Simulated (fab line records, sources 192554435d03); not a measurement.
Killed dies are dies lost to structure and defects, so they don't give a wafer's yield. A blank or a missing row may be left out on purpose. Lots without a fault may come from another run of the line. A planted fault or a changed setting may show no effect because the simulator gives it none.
fab line records | flow n5_finfet | part 1 of 2: steps 1 to 4 of 6
record lots=22 wafers=66 last_day=17
route steps=1938 shown BEOL_M8@1369 BEOL_M9@1404
lots that met no fault: from a run of the same line without faults
start_h: hours from the record's first day to the start of the lot's first wafer shown | wait_h: hours since the lot's step before | " the same as in the row above | L1.1+2: a row that stands for several wafers | - no value, or no start given | * or withheld: withheld | < > ~ a bound
route shown NAME@n: a module of which the file shows steps, and the number in the route of the first | usual: mean/standard deviation of fault-free wafers | same: alike in all rows | chamber/n: place in a boat | sites: the reading at each site | _std_site: their standard deviation | _edge_site: outer sites' mean less inner sites' | radius_mm: how far each site lies from the wafer's centre | mask NAME#n: copy n | behind: the tool/chamber that last shaped the wafer | hold: why the lot was held/for how many hours/how that ended | device: the transistor (n, p or np) that didn't switch | end of line: the same wafers' tests at the end of the route | a step without rows: its recipe alone | killed: dies lost to structure and defects at the first sort, not the wafer's yield | map: a wafer's dies, x killed, . not, _ none there
set.NAME: the setting as run; set.NAME@STEP: as run at that earlier step | model.NAME: the simulator's own value behind a step, which no gauge read
steps of the route over a sample of lots; a table a step, a row a wafer
services: from which hour (start_h, from the record's first day; less than 0 if before it) a tool's chamber was out of use, for how many hours, and why
## steps
# step N5_BEOL_M8_ETCH_72
# recipe chemistry=N2/H2 target=underlayer target_depth_a=65 mask_material=CAR-EUV time_s=5.2 ion_energy_ev=200 pressure_mtorr=30 source_w=840 bias_w=150 n2_flow_sccm=200 h2_flow_sccm=200 ends=cleared
# usual drypump_motor_current_A=5.8/0.31 etch_rf_on_time_s=5.14/0.075 oes_product_au=0.67/0.071 rf_fwd_power_W=819.4/2.4 rf_vpp_V=524.5/2.5 showerhead_plenum_p_Torr=2.56/0.082 throttle_valve_pct=17.85/0.28
# columns lot.wafer tool chamber start_h wait_h drypump_motor_current_A etch_rf_on_time_s oes_product_au rf_fwd_power_W rf_hours_counter_h rf_vpp_V showerhead_plenum_p_Torr throttle_valve_pct
L074.4 rie_diel-04 2 188.07 0.0 6.1 5.26 0.64 818.0 165 524.2 2.55 18.39
L074.5 " 1 " " 6.5 5.15 0.58 820.7 - 525.4 2.61 18.11
L074.6 " 0 " " 6.3 5.12 0.61 817.9 - 523.7 2.62 17.96
L075.1 rie_diel-04 0 204.67 0.0 6.3 5.12 0.60 817.3 236 526.8 2.62 17.97
L075.3 " 2 " " 6.1 5.24 0.63 819.9 172 523.2 2.54 18.38
L075.6 " 2 " " 6.1 5.23 0.64 817.8 - 524.8 2.54 18.40
L076.1 rie_diel-05 2 214.62 0.0 5.5 5.19 0.71 819.2 65 523.0 2.57 17.73
L076.3 " 1 " " 5.5 5.29 0.59 820.9 198 524.4 2.64 18.04
L076.5 " 3 " " 5.9 5.05 0.72 819.9 - 521.5 2.46 17.66
L077.1 rie_diel-04 0 214.84 0.0 6.3 5.11 0.60 822.6 241 523.9 2.61 18.03
L077.2 " 2 " " 6.1 5.19 0.63 822.1 177 524.4 2.54 18.41
L077.5 " 2 " " 6.1 5.19 0.62 819.9 - 522.2 2.54 18.42
L078.1 rie_diel-03 2 230.94 0.0 5.8 5.08 0.74 816.8 65 528.0 2.68 17.48
L078.3 " 3 " " 5.5 5.16 0.62 817.8 197 521.7 2.52 18.17
L078.5 " 2 " " 5.8 5.03 0.74 819.4 - 529.2 2.68 17.49
L080.1 rie_diel-03 2 232.01 0.0 5.8 5.15 0.72 818.3 66 527.7 2.68 17.52
L080.4 " 1 " " 5.4 5.14 0.62 822.6 - 519.0 2.42 17.54
L080.6 " 3 " " 5.5 5.19 0.60 815.5 - 523.0 2.52 18.19
L079.2 rie_diel-05 3 234.58 0.0 5.8 5.06 0.70 819.0 74 522.8 2.46 17.71
L079.4 " 2 " " 5.5 5.10 0.71 820.5 72 524.9 2.57 17.76
L079.5 " 0 " " 5.7 5.10 0.72 819.5 - 526.8 2.69 17.46
L081.3 rie_diel-04 3 234.64 0.0 6.2 5.12 0.62 817.2 198 523.0 2.52 18.17
L081.4 " 1 " " 6.4 5.08 0.81 820.1 9 524.7 2.61 17.72
L081.5 " 2 " " 6.1 5.22 0.62 818.0 - 522.9 2.54 18.42
L083.3 rie_diel-03 1 259.32 0.0 5.4 5.14 0.63 816.7 196 519.8 2.42 17.55
L083.4 " 0 " " 5.6 5.06 0.85 821.0 5 524.3 2.60 17.74
L083.5 " 2 " " 5.8 5.13 0.72 815.6 - 526.2 2.68 17.51
L084.4 rie_diel-04 0 261.94 0.0 6.3 5.10 0.86 818.3 1 525.2 2.61 17.57
L084.5 " 0 " " 6.3 5.02 0.86 817.3 - 527.1 2.61 17.59
L084.6 " 1 " " 6.5 5.11 0.79 819.4 - 524.6 2.60 17.76
L085.2 rie_diel-05 2 261.99 0.0 5.5 5.13 0.69 820.7 83 526.8 2.56 17.75
L085.4 " 2 " " 5.5 5.15 0.69 814.3 - 523.5 2.56 17.75
L085.5 " 3 " " 5.8 5.03 0.69 821.1 - 523.2 2.45 17.70
L087.1 rie_diel-03 3 267.11 0.0 5.5 5.27 0.60 821.0 211 525.2 2.52 18.20
L087.2 " 0 " " 5.7 5.07 0.84 818.0 7 525.7 2.60 17.77
L087.3 " 1 " " 5.4 5.12 0.62 820.0 198 521.4 2.42 17.57
L088.1 rie_diel-05 0 289.50 0.0 5.6 5.06 0.70 816.5 71 527.8 2.68 17.50
L088.4 " 2 " " 5.5 5.11 0.69 821.3 92 522.9 2.56 17.80
L088.5 " 2 " " 5.5 5.11 0.68 819.8 - 520.7 2.56 17.77
L089.1 rie_diel-05 0 292.44 0.0 5.6 5.10 0.70 818.6 72 526.3 2.68 17.48
L089.3 " 1 " " 5.5 5.30 0.57 819.3 227 526.2 2.63 18.07
L089.6 " 2 " " 5.5 5.13 0.69 818.8 - 523.6 2.56 17.79
L090.3 rie_diel-03 2 297.78 0.0 5.8 5.18 0.69 820.3 91 528.0 2.67 17.52
L090.4 " 1 " " 5.4 5.22 0.61 819.9 210 519.2 2.41 17.58
L090.6 " 3 " " 5.6 5.32 0.60 822.2 - 523.9 2.51 18.19
L091.1 rie_diel-05 2 312.91 0.0 5.5 5.22 0.68 818.8 99 523.1 2.56 17.80
L091.2 " 0 " " 5.6 5.14 0.69 817.1 78 527.8 2.67 17.52
L091.6 " 2 " " 5.5 5.17 0.68 822.1 - 524.4 2.55 17.81
L092.1 rie_diel-04 2 322.93 0.0 6.0 5.30 0.61 819.0 216 523.1 2.52 18.48
L092.2 " 0 " " 6.2 5.07 0.80 821.1 19 524.9 2.60 17.64
L092.3 " 3 " " 6.2 5.10 0.61 816.4 230 524.8 2.51 18.20
L095.1 rie_diel-05 0 330.55 0.0 5.6 5.08 0.70 820.1 85 529.1 2.67 17.51
L095.4 " 2 " " 5.5 5.14 0.67 818.0 106 524.4 2.55 17.80
L095.5 " 1 " " 5.5 5.26 0.57 818.5 - 526.3 2.62 18.09
L093.3 rie_diel-05 2 332.36 0.0 5.5 5.12 0.68 820.5 106 524.1 2.55 17.79
L093.4 " 0 " " 5.7 5.10 0.69 822.5 85 526.4 2.67 17.52
L093.6 " 1 " " 5.5 5.26 0.56 824.0 - 524.7 2.62 18.11
L097.2 rie_diel-03 0 332.60 0.0 5.7 5.08 0.78 821.7 30 525.2 2.59 17.79
L097.3 " 2 " " 5.8 5.07 0.70 815.3 103 528.6 2.67 17.57
L097.6 " 1 " " 5.4 5.09 0.61 817.2 - 519.7 2.41 17.59
L094.1 rie_diel-05 1 338.80 0.0 5.5 5.30 0.57 820.3 242 527.6 2.62 18.11
L094.4 " 3 " " 5.9 5.05 0.68 816.1 111 521.3 2.44 17.74
L094.6 " 3 " " 5.8 5.09 0.67 816.6 - 522.9 2.44 17.75
L096.3 rie_diel-05 0 346.70 0.0 5.7 5.11 0.67 820.3 89 527.8 2.67 17.53
L096.4 " 2 " " 5.5 5.12 0.67 825.3 112 522.9 2.55 17.82
L096.6 " 2 " " 5.5 5.08 0.67 821.0 - 523.7 2.55 17.78
# step N5_BEOL_M8_ETCH_66
# recipe chemistry=N2/H2 target=SOC target_depth_a=800 overetch_a=160 mask_material=SiARC temp_c=40 time_s=120 ion_energy_ev=200 pressure_mtorr=30 source_w=840 bias_w=150 n2_flow_sccm=200 h2_flow_sccm=200
# usual drypump_motor_current_A=5.8/0.31 oes_product_au=0.60/0.06 rf_fwd_power_W=834/3 rf_vpp_V=524.5/2.4 showerhead_plenum_p_Torr=2.56/0.082 throttle_valve_pct=17.81/0.28
# columns lot.wafer tool chamber start_h wait_h drypump_motor_current_A oes_product_au rf_fwd_power_W rf_hours_counter_h rf_vpp_V showerhead_plenum_p_Torr throttle_valve_pct
L074.4 rie_diel-04 2 188.11 0.0 6.1 0.57 841 165 523.8 2.55 18.33
L074.5 " 1 " " 6.4 0.52 835 - 525.9 2.61 18.07
L074.6 " 0 " " 6.3 0.54 832 - 525.2 2.62 17.94
L075.1 rie_diel-04 0 204.72 0.0 6.3 0.54 829 236 525.6 2.62 17.95
L075.3 " 2 " " 6.1 0.57 832 172 522.0 2.54 18.35
L075.6 " 2 " " 6.1 0.57 834 - 523.9 2.54 18.36
L076.1 rie_diel-05 2 214.67 0.0 5.5 0.64 836 65 525.7 2.57 17.69
L076.3 " 1 " " 5.5 0.54 836 198 527.0 2.64 17.98
L076.5 " 3 " " 5.8 0.63 834 - 522.2 2.46 17.62
L077.1 rie_diel-04 0 214.88 0.0 6.3 0.54 831 241 526.0 2.62 17.95
L077.2 " 2 " " 6.1 0.56 829 177 523.1 2.54 18.37
L077.5 " 2 " " 6.1 0.57 835 - 523.2 2.54 18.36
L078.1 rie_diel-03 2 230.99 0.0 5.7 0.65 833 65 528.7 2.68 17.46
L078.3 " 3 " " 5.6 0.55 837 197 524.4 2.52 18.14
L078.5 " 2 " " 5.7 0.66 834 - 528.8 2.68 17.47
L080.1 rie_diel-03 2 232.05 0.0 5.8 0.65 831 66 528.6 2.68 17.43
L080.4 " 1 " " 5.5 0.56 835 - 520.2 2.42 17.51
L080.6 " 3 " " 5.5 0.55 837 - 522.3 2.52 18.13
L079.2 rie_diel-05 3 234.62 0.0 5.8 0.63 835 74 520.9 2.46 17.64
L079.4 " 2 " " 5.5 0.63 842 72 524.4 2.57 17.71
L079.5 " 0 " " 5.7 0.64 829 - 528.4 2.68 17.43
L081.3 rie_diel-04 3 234.69 0.0 6.3 0.57 837 198 522.7 2.52 18.12
L081.4 " 1 " " 6.4 0.73 838 9 526.1 2.61 17.66
L081.5 " 2 " " 6.1 0.56 835 - 524.3 2.54 18.37
L083.3 rie_diel-03 1 259.37 0.0 5.4 0.55 838 196 520.0 2.42 17.49
L083.4 " 0 " " 5.7 0.75 836 5 526.6 2.60 17.71
L083.5 " 2 " " 5.8 0.64 838 - 526.6 2.68 17.48
L084.4 rie_diel-04 0 261.98 0.0 6.3 0.76 832 1 526.6 2.61 17.55
L084.5 " 0 " " 6.3 0.76 836 - 524.7 2.61 17.56
L084.6 " 1 " " 6.4 0.71 835 - 524.9 2.60 17.70
L085.2 rie_diel-05 2 262.03 0.0 5.5 0.63 835 83 524.7 2.56 17.72
L085.4 " 2 " " 5.5 0.62 834 - 526.4 2.56 17.73
L085.5 " 3 " " 5.8 0.62 832 - 521.7 2.45 17.65
L087.1 rie_diel-03 3 267.16 0.0 5.5 0.53 834 211 522.6 2.52 18.15
L087.2 " 0 " " 5.7 0.75 834 7 526.6 2.60 17.71
L087.3 " 1 " " 5.4 0.55 835 198 520.0 2.42 17.52
L088.1 rie_diel-05 0 289.54 0.0 5.7 0.62 836 71 527.8 2.68 17.45
L088.4 " 2 " " 5.5 0.61 836 92 524.3 2.56 17.73
L088.5 " 2 " " 5.5 0.61 839 - 523.6 2.56 17.73
L089.1 rie_diel-05 0 292.49 0.0 5.6 0.62 832 72 527.4 2.68 17.44
L089.3 " 1 " " 5.5 0.51 840 227 526.3 2.63 18.04
L089.6 " 2 " " 5.5 0.61 835 - 524.9 2.56 17.75
L090.3 rie_diel-03 2 297.82 0.0 5.8 0.63 834 91 527.1 2.67 17.50
L090.4 " 1 " " 5.4 0.55 833 210 521.0 2.41 17.53
L090.6 " 3 " " 5.5 0.53 835 - 523.5 2.51 18.16
L091.1 rie_diel-05 2 312.96 0.0 5.5 0.61 830 100 524.6 2.56 17.75
L091.2 " 0 " " 5.7 0.62 830 78 527.5 2.67 17.46
L091.6 " 2 " " 5.5 0.60 829 - 524.4 2.56 17.77
L092.1 rie_diel-04 2 322.98 0.0 6.1 0.54 836 216 522.7 2.52 18.43
L092.2 " 0 " " 6.3 0.71 839 19 526.1 2.60 17.58
L092.3 " 3 " " 6.3 0.54 831 230 523.4 2.51 18.16
L095.1 rie_diel-05 0 330.60 0.0 5.7 0.62 834 85 528.1 2.67 17.48
L095.4 " 2 " " 5.5 0.60 836 106 524.0 2.55 17.77
L095.5 " 1 " " 5.5 0.51 833 - 527.1 2.62 18.06
L093.3 rie_diel-05 2 332.41 0.0 5.5 0.59 834 106 524.5 2.55 17.76
L093.4 " 0 " " 5.7 0.60 835 85 527.0 2.67 17.48
L093.6 " 1 " " 5.5 0.52 842 - 526.1 2.62 18.05
L097.2 rie_diel-03 0 332.64 0.0 5.7 0.69 834 30 525.7 2.59 17.75
L097.3 " 2 " " 5.8 0.63 834 103 527.5 2.67 17.51
L097.6 " 1 " " 5.4 0.54 832 - 519.3 2.41 17.55
L094.1 rie_diel-05 1 338.84 0.0 5.5 0.52 837 242 524.2 2.62 18.07
L094.4 " 3 " " 5.8 0.59 835 111 521.0 2.44 17.69
L094.6 " 3 " " 5.8 0.60 833 - 521.8 2.44 17.70
L096.3 rie_diel-05 0 346.74 0.0 5.7 0.61 831 89 526.6 2.67 17.48
L096.4 " 2 " " 5.5 0.60 836 112 524.5 2.55 17.78
L096.6 " 2 " " 5.5 0.60 838 - 524.1 2.55 17.78
# step N5_BEOL_M8_DEGAS_44
# recipe ambient=vacuum temp_c=250 time_s=60
# usual heater_power_w=350/29
# columns lot.wafer tool chamber start_h wait_h heater_power_w
L074.4 pvd_sputter-01 - 189.32 0.5 351
L074.5 " - " " 357
L074.6 " - " " 343
L075.1 pvd_sputter-02 - 206.86 1.5 431
L075.3 " - " " 340
L075.6 " - " " 344
L076.1 pvd_sputter-02 - 215.80 0.5 343
L076.3 " - " " 443
L076.5 " - " " 370
L077.1 pvd_sputter-01 - 217.95 2.4 336
L077.2 " - " " 344
L077.5 " - " " 334
L078.1 pvd_sputter-01 - 231.92 0.3 351
L078.3 " - " " 334
L078.5 " - " " 337
L080.1 pvd_sputter-03 - 235.03 2.4 333
L080.4 " - " " 368
L080.6 " - " " 372
L079.2 pvd_sputter-03 - 235.89 0.6 378
L079.4 " - " " 346
L079.5 " - " " 376
L081.3 pvd_sputter-03 - 236.05 0.5 321
L081.4 " - " " 379
L081.5 " - " " 382
L083.3 pvd_sputter-02 - 260.42 0.4 436
L083.4 " - " " 340
L083.5 " - " " 314
L084.4 pvd_sputter-03 - 262.93 0.2 349
L084.5 " - " " 375
L084.6 " - " " 343
L085.2 pvd_sputter-03 - 263.01 0.3 337
L085.4 " - " " 379
L085.5 " - " " 321
L087.1 pvd_sputter-03 - 268.37 0.6 376
L087.2 " - " " 321
L087.3 " - " " 317
L088.1 pvd_sputter-01 - 292.43 2.2 359
L088.4 " - " " 341
L088.5 " - " " 334
L089.1 pvd_sputter-02 - 293.67 0.5 318
L089.3 " - " " 349
L089.6 " - " " 347
L090.3 pvd_sputter-01 - 299.07 0.5 339
L090.4 " - " " 346
L090.6 " - " " 354
L091.1 pvd_sputter-01 - 313.96 0.4 338
L091.2 " - " " 369
L091.6 " - " " 336
L092.1 pvd_sputter-01 - 324.26 0.5 339
L092.2 " - " " 359
L092.3 " - " " 333
L095.1 pvd_sputter-01 - 331.54 0.3 355
L095.4 " - " " 334
L095.5 " - " " 355
L093.3 pvd_sputter-02 - 333.53 0.4 340
L093.4 " - " " 434
L093.6 " - " " 353
L097.2 pvd_sputter-02 - 333.61 0.3 317
L097.3 " - " " 435
L097.6 " - " " 436
L094.1 pvd_sputter-02 - 340.05 0.6 351
L094.4 " - " " 323
L094.6 " - " " 340
L096.3 pvd_sputter-01 - 347.84 0.3 365
L096.4 " - " " 345
L096.6 " - " " 340
# step N5_BEOL_M8_THK_MEAS_53
# recipe thk_meas_gauge=xrf reads=Cu_of_BEOL_M8_ECD_50
# usual M8_THK=80.0/1.7
# columns lot.wafer tool chamber start_h wait_h M8_THK[nm]
L074.4 film_metro-02 - 191.39 - 80.0
L074.5 " - " " 81.7
L074.6 " - " " 80.1
L075.1 film_metro-02 - 208.62 - 78.9
L075.3 " - " " 79.3
L075.6 " - " " 79.8
L076.1 film_metro-02 - 218.60 - 80.2
L076.3 " - " " 77.3
L076.5 " - " " 80.0
L077.1 film_metro-01 - 219.67 - 79.7
L077.2 " - " " 78.6
L077.5 " - " " 78.6
L078.1 film_metro-02 - 233.60 - 79.6
L078.3 " - " " 78.2
L078.5 " - " " 80.6
L080.1 film_metro-02 - 236.53 - 80.1
L080.4 " - " " 80.0
L080.6 " - " " 77.4
L079.2 film_metro-01 - 237.96 - 80.8
L079.4 " - " " 81.7
L079.5 " - " " 82.1
L081.3 film_metro-02 - 239.98 - 80.2
L081.4 " - " " 81.6
L081.5 " - " " 78.8
L083.3 film_metro-02 - 262.25 - 81.2
L083.4 " - " " 83.2
L083.5 " - " " 81.1
L084.4 film_metro-01 - 264.74 - 80.0
L084.5 " - " " 80.2
L084.6 " - " " 81.2
L085.2 film_metro-01 - 264.90 - 81.6
L085.4 " - " " 79.2
L085.5 " - " " 79.8
L087.1 film_metro-02 - 270.19 - 78.3
L087.2 " - " " 78.2
L087.3 " - " " 78.5
L088.1 film_metro-01 - 293.84 - 82.0
L088.4 " - " " 80.1
L088.5 " - " " 80.9
L089.1 film_metro-01 - 295.22 - 80.9
L089.3 " - " " 77.6
L089.6 " - " " 79.9
L090.3 film_metro-01 - 300.72 - 80.9
L090.4 " - " " 81.6
L090.6 " - " " 79.2
L091.1 film_metro-01 - 316.72 - 83.2
L091.2 " - " " 83.4
L091.6 " - " " 81.0
L092.1 film_metro-01 - 325.94 - 79.5
L092.2 " - " " 81.9
L092.3 " - " " 78.9
L095.1 film_metro-02 - 333.48 - 79.8
L095.4 " - " " 79.4
L095.5 " - " " 76.8
L093.3 film_metro-02 - 335.40 - 76.9
L093.4 " - " " 78.4
L093.6 " - " " 76.3
L097.2 film_metro-02 - 335.66 - 83.5
L097.3 " - " " 81.8
L097.6 " - " " 81.6
L094.1 film_metro-01 - 342.48 - 79.6
L094.4 " - " " 80.9
L094.6 " - " " 80.6
L096.3 film_metro-02 - 349.61 - 80.9
L096.4 " - " " 80.3
L096.6 " - " " 80.8
